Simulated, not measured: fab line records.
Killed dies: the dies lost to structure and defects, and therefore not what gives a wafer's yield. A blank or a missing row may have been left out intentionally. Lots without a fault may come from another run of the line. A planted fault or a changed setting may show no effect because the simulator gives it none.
Comparing a struck lot with a sound one | flow n5-finfet | 16 steps out of a route of 1938
Sound: wafers L231.1, L231.3, L231.6. The struck wafers were L224.1, L224.5, L224.6. Last of all comes the cause.
Order at every step that has rows: each side's tool, ch and its chambers, its first start. Under that, the readings that differ: sound wafers | struck wafers | difference of the means | sigmas: that difference in standard deviations of wafers without a fault.
alike: readings with means less than 2 such deviations apart, plus words and numbers identical on both sides. not compared: withheld readings, readings lacking a value on some wafer, bounds such as >300 that could conceal the same value, and numbers that have no deviation in the record and whose values overlap.
A row with sigmas, a row that says differs or no value, or rows on one side alone: a step with any of these is where the two part. Numbers that have no deviation but don't overlap get no sigmas and don't part them. A reading missing from all wafers of one side parts the sides only when that side holds two or more wafers.

first, 4 steps without rows for these wafers: N5_BEOL_M4_SOFTBAKE_23 (time 60 s); N5_BEOL_M4_EXPOSE_25 (exposes mask V3, defocus 5 nm); N5_BEOL_M4_PEB_26 (peb time 60 s); N5_BEOL_M4_DEVELOP_27 (develop time 30 s).
N5_BEOL_M4_CD_MEAS_28: target cd 26.2 nm, target cd y 24.1 nm.
  sound on cd-sem-03 ch 0, day 12 10:10; struck on cd-sem-02 ch 0, day 10 06:30
  alike: cd-nm
N5_BEOL_M4_OVL_MEAS_29:
  sound on overlay-01 ch 0, day 12 10:12; struck on overlay-02 ch 0, day 10 06:32
  alike: V3_OVL
N5_BEOL_M4_INSPECT_30: inspects for defects (brightfield).
  sound on defect-inspect-01, day 12 10:15; struck on defect-inspect-01, day 10 06:35
  reading          | sound       | struck      | difference | sigmas
  raw-defect-count | 481 497 911 | 308 312 261 | -336       | -3
N5_BEOL_M4_DESCUM_33: chemistry O2, time 7 s.
  sound on rie-diel-05 ch 0,2, day 12 10:21; struck on rie-diel-06 ch 0,2, day 10 06:37
  alike: bias-power-w, drypump-motor-current-A, oes-product-au, rf-vpp-V, showerhead-plenum-p-Torr, throttle-valve-pct
  not compared: rf-hours-counter-h
N5_BEOL_M4_ETCH_77: etches underlayer in N2/H2, target depth 6.5 nm, time 5.2 s.
  sound on rie-diel-05 ch 0,2, day 12 10:23; struck on rie-diel-06 ch 0,2, day 10 06:39
  reading               | sound          | struck         | difference | sigmas
  etch-rf-on-time-s (s) | 5.51 5.32 5.45 | 5.07 5.01 5.06 | -0.38      | -3
  alike: drypump-motor-current-A, n2-flow-sccm, oes-product-au, rf-vpp-V, showerhead-plenum-p-Torr, throttle-valve-pct
  not compared: rf-hours-counter-h
N5_BEOL_M4_ETCH_69: etches SiARC in CF4, target depth 15.6 nm, time 26 s.
  sound on rie-diel-05 ch 0,2, day 12 10:25; struck on rie-diel-06 ch 0,2, day 10 06:40
  alike: drypump-motor-current-A, etch-rf-on-time-s, oes-product-au, rf-vpp-V, showerhead-plenum-p-Torr, throttle-valve-pct
  not compared: rf-hours-counter-h
N5_BEOL_M4_ALD_98: deposits SiO2, target thk 2.5 nm, pulse time 1 s, co reactant pulse time 1 s.
  sound on ald-sin-04 ch 0,2, day 12 10:29; struck on ald-sin-04 ch 2,3, day 10 07:02
  alike: heater-power-w, precursor-pulse-height-rel
N5_BEOL_M4_ETCHBACK_99: etches SiO2 in CHF3, target depth 5 nm, time 10.4 s.
  sound on rie-diel-05 ch 0,1,2, day 12 12:17; struck on rie-diel-02 ch 0,1,3, day 10 14:01
  alike: drypump-motor-current-A, oes-product-au, rf-vpp-V, showerhead-plenum-p-Torr, throttle-valve-pct
  not compared: rf-hours-counter-h
N5_BEOL_M4_ETCH_70: etches SOC in N2/H2, target depth 80 nm, overetch 24 nm, time 130 s.
  sound on rie-diel-05 ch 0,1,2, day 12 12:19; struck on rie-diel-02 ch 0,1,3, day 10 14:04
  reading    | sound             | struck            | difference | sigmas
  temp-c (C) | 39.98 40.00 40.15 | 37.64 37.56 37.80 | -2.38      | -24
  alike: drypump-motor-current-A, n2-flow-sccm, oes-product-au, rf-vpp-V, showerhead-plenum-p-Torr, throttle-valve-pct
  not compared: rf-hours-counter-h
then, 1 step without rows for these wafers: N5_BEOL_M4_STRIP_71 (strips in N2/H2).
N5_BEOL_M4_RC_MEAS_101:
  sound on prober-02 ch 0, day 12 18:27; struck on prober-02 ch 0, day 10 18:44
  alike: DIBL_N, DIBL_P, IOFF_N, IOFF_P, ION_N, ION_P, SS_N, SS_P, VT_N, VT_P
then, 1 step without rows for these wafers: N5_PASSIVATION_PROBE_49.

## WHERE THEY PART
Last at N5_BEOL_M4_ETCH_70 as far as this record goes, first at N5_BEOL_M4_INSPECT_30. Later steps at which nothing parts them and some readings are alike: N5_BEOL_M4_RC_MEAS_101.

WHY: what the simulator had put in
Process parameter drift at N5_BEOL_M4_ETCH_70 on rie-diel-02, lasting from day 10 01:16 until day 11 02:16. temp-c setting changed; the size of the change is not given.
